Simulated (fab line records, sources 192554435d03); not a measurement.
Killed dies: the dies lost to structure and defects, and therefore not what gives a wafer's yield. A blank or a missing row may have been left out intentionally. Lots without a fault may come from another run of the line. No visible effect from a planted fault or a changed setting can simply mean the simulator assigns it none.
Which of the tools did it?	flow n5 finfet	10 lots with 26 wafers sampled at 5 steps, on a route of 1938 steps

== WHAT THE GAUGES SHOWED, per wafer ==
N5_BEOL_M13_THK_MEAS_50: measures by xrf.
lot	measured	on	M13_THK (nm)
L696	day 11 04:43	film metro-01	436 432 443
L700	day 12 06:40	film metro-01	434 441
L704	day 12 23:25	film metro-01	445 433
L708	day 14 06:56	film metro-02	- - -
L709	day 14 20:00	film metro-02	- - -
L712	day 15 02:17	film metro-02	430 424
L713	day 15 14:08	film metro-02	420 436
L716	day 15 23:40	film metro-02	419 428 432
L717	day 16 07:34	film metro-02	440 428 440
L718	day 17 00:10	film metro-02	424 434 433

== EACH LOT AND THE TOOL THAT RAN IT (in order: tool; ch and the chambers of the sampled wafers; start) ==
lot	N5_BEOL_M13_DESCUM_33	N5_BEOL_M13_PRE_CLEAN_42	N5_BEOL_M13_SPUTTER_45	N5_BEOL_M13_CMP_49
L696	rie diel-06 ch 1,2,3, day 11 00:43	pvd sputter-03, day 11 03:17	pvd sputter-03, day 11 03:29	cmp-04 ch 1,2, day 11 04:27
L700	rie diel-02 ch 1,2, day 12 02:12	pvd sputter-02, day 12 05:36	pvd sputter-02, day 12 05:48	cmp-02 ch 0,1, day 12 06:25
L704	rie diel-03 ch 0,2, day 12 20:13	pvd sputter-02, day 12 22:20	pvd sputter-02, day 12 22:32	cmp-02 ch 3, day 12 23:10
L708	rie diel-06 ch 0,2, day 14 04:44	pvd sputter-01, day 14 05:52	pvd sputter-01, day 14 06:04	cmp-02 ch 0,2,3, day 14 06:43
L709	rie diel-03 ch 1,2,3, day 14 14:22	pvd sputter-03, day 14 18:50	pvd sputter-03, day 14 19:02	cmp-04 ch 0,3, day 14 19:45
L712	rie diel-03 ch 2, day 14 22:59	pvd sputter-03, day 15 01:12	pvd sputter-03, day 15 01:24	cmp-04 ch 0, day 15 02:01
L713	rie diel-02 ch 0,1, day 15 11:05	pvd sputter-03, day 15 13:04	pvd sputter-03, day 15 13:16	cmp-04 ch 0,2, day 15 13:50
L716	rie diel-03 ch 0,1,2, day 15 16:19	pvd sputter-03, day 15 20:17	pvd sputter-03, day 15 20:29	cmp-02 ch 0,1,3, day 15 23:29
L717	rie diel-06 ch 0,3, day 16 04:08	pvd sputter-03, day 16 06:22	pvd sputter-03, day 16 06:34	cmp-02 ch 0,1, day 16 07:18
L718	rie diel-03 ch 0,3, day 16 21:29	pvd sputter-01, day 16 23:06	pvd sputter-01, day 16 23:18	cmp-01 ch 1,3, day 16 23:55
- N5_BEOL_M13_DESCUM_33: chemistry O2, time 7.9 s.
- N5_BEOL_M13_PRE_CLEAN_42: time 30 s.
- N5_BEOL_M13_SPUTTER_45: material Cu, target thk 80 nm, time 13.33 s.
- N5_BEOL_M13_CMP_49: polishes, stops on SiOC, t overpolish 17.1 s, target thk 420 nm.

== THE ANSWER, worked out from the rows above alone ==
Rule: the lots themselves supply what counts as usual. The widest of any qualifying gaps counts: lots, ordered by their means at a reading, are off when they make up no more than a third of the lots, leave a main group of 4 or more, and stand apart from it by 3 or more times the standard deviation of that group's means. Not used: any main group whose means are identical at the precision the tables above print for the reading. Also off: a lot with no number at a reading for which 4 or more lots have one. Any other lot the step has rows for is counted as sound.
Off: L708, L709, seen at N5_BEOL_M13_THK_MEAS_50 (M13_THK). Without a number there: L708, L709. Mean 433 nm and standard deviation 4.9 in the main group.
A tool fits if, at a process step before that reading, it ran every lot that is off, and no sound lot after the first of them. Those tools and the gauges at N5_BEOL_M13_THK_MEAS_50 are tried in the same way. No candidate that was tried fits.

== WHAT HAD BEEN PUT IN BY THE SIMULATOR ==
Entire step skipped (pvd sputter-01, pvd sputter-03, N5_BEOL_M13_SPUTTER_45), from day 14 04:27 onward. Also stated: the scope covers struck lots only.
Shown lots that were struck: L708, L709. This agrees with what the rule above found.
